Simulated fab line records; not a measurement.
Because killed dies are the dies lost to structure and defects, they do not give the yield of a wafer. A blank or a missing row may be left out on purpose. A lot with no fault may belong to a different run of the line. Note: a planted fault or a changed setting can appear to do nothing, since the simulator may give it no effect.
2 desks looking at one fault :: flow nandHarc :: what lay behind the numbers comes last; until then each desk has only its own

AT THE TOOL OWNER'S DESK: rieDiel-08
The tool's own readings at NHARC_A_WL_FILL_ETCHBACK_16 (etches the open film in C4F8/O2/Ar, target depth 120 nm, time 24 s): means of the sampled wafers that have a number, for each lot that ran on this tool. The brackets show how far a lot's mean lies from the usual mean; more than 4 standard deviations puts the lot out of limits, marked OUT.
Columns: A = oesProductAu at NHARC_A_WL_FILL_ETCHBACK_16, usual 0.974 a.u.; B = rfVppV at NHARC_A_WL_FILL_ETCHBACK_16, usual 722 V; C = runLengthS at NHARC_A_WL_FILL_ETCHBACK_16, usual 45.4 s
lot: L575
first seen here: day 24 04:17
A: 0.995
B: 722
C: 33.3 (-24) OUT

lot: L577
first seen here: day 25 11:00
A: 0.992
B: 721
C: 38.8 (-13) OUT

lot: L581
first seen here: day 27 18:43
A: 0.997
B: 720
C: 45.5

lot: L590
first seen here: day 30 17:47
A: 0.929
B: 722
C: 45.1
This desk's finding: out of limits on L575, L577; first on L575, day 24 04:17 (runLengthS at NHARC_A_WL_FILL_ETCHBACK_16). In limits: L581, L590.

AT THE METROLOGY DESK
Lot by lot, what the gauges showed, no matter which tool ran the lot: averages of those sampled wafers that carry a number. The brackets show how far a lot's mean lies from the usual mean; more than 4 standard deviations puts the lot out of limits, marked OUT.
Columns: A = cdNm at NHARC_A_SLIT_CD_MEAS_21, usual 289.6 nm
lot: L567
first seen here: day 20 21:19
A: 289.9

lot: L568
first seen here: day 21 01:58
A: 289.3

lot: L575
first seen here: day 23 09:43
A: 288.9

lot: L577
first seen here: day 24 12:33
A: 290.2

lot: L581
first seen here: day 25 22:18
A: 289.6

lot: L583
first seen here: day 26 14:08
A: 289.4

lot: L584
first seen here: day 26 14:34
A: 289.7

lot: L586
first seen here: day 27 18:59
A: 289.8

lot: L585
first seen here: day 28 03:12
A: 289.3

lot: L590
first seen here: day 29 21:35
A: 290.6

lot: L588
first seen here: day 29 23:52
A: 290.5

lot: L587
first seen here: day 30 01:24
A: 289.4

lot: L589
first seen here: day 30 03:43
A: 289.6
Finding of this desk: none of the 13 lots has anything out of limits.

PUT TOGETHER
At day 24 04:17, on L575, L577, the tool owner's desk was in a position to raise an alarm.
From the metrology desk's view, nothing was out of limits.
The metrology desk holds a record of L575, L577, inside its limits.
NHARC_A_WL_FILL_ETCHBACK_16 was run on rieDiel-08 by each of the lots named.

WHAT HAD BEEN PUT IN BY THE SIMULATOR
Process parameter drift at NHARC_A_WL_FILL_ETCHBACK_16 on rieDiel-08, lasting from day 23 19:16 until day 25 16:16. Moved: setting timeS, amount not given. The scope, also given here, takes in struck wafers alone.
Shown lots that were struck: L575, L577.
Time in hours from fault onset to the first out-of-limits reading at each desk: the tool owner's desk, 9.
